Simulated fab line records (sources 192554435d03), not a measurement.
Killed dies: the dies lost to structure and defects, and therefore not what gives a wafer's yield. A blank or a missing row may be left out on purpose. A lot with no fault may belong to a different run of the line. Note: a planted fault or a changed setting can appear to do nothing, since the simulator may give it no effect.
Matching of chambers ; flow n5 finfet ; N5_BEOL_M11_PECVD_70 on pecvd-03: 3 sister chambers
The step deposits SiO2 from TEOS/O2, target thk 20 nm, time 22.7 s. 3 wafers are shown with their chamber, then 10 later ones without.

== WAFERS WITH THEIR CHAMBER ==
wafer;chamber;showerhead plenum p Torr (Torr)
L089.5;2;8.70
L091.2;0;8.79
L091.4;1;8.91

== WAFERS WHOSE CHAMBER IS MISSING ==
wafer;showerhead plenum p Torr (Torr)
L091.5;8.71
L093.1;8.90
L093.3;8.69
L093.6;8.91
L095.3;8.79
L095.4;8.78
L095.5;8.86
L097.1;8.76
L097.2;8.71
L097.3;8.88

== WHICH CHAMBER EACH ONE RAN IN ==
wafer;from the rows above;in truth
L091.5;2;2
L093.1;1;1
L093.3;2;2
L093.6;1;1
L095.3;0;0
L095.4;0;0
L095.5;can't be placed: 1 or 0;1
L097.1;can't be placed: 0 or 2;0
L097.2;2;2
L097.3;1;1
Correctly placed: 8 of 10. From these rows, 2 cannot be placed; in 2 the true chamber is one of the candidates. Placed wrongly: 0.
How it was worked out, from the rows above alone: a wafer's distance from a chamber is the root of the sum, over the readings, of the square of ((its reading less the chamber's mean) divided by the reading's scatter). The wafer belongs to the nearest chamber; if the next one is less than 2 further off, it can't be placed. Each chamber's mean is taken over the wafers shown for it. The scatter: with one shown wafer a chamber, the root of the mean of the squares of how far each hidden wafer lies from its nearest shown one.
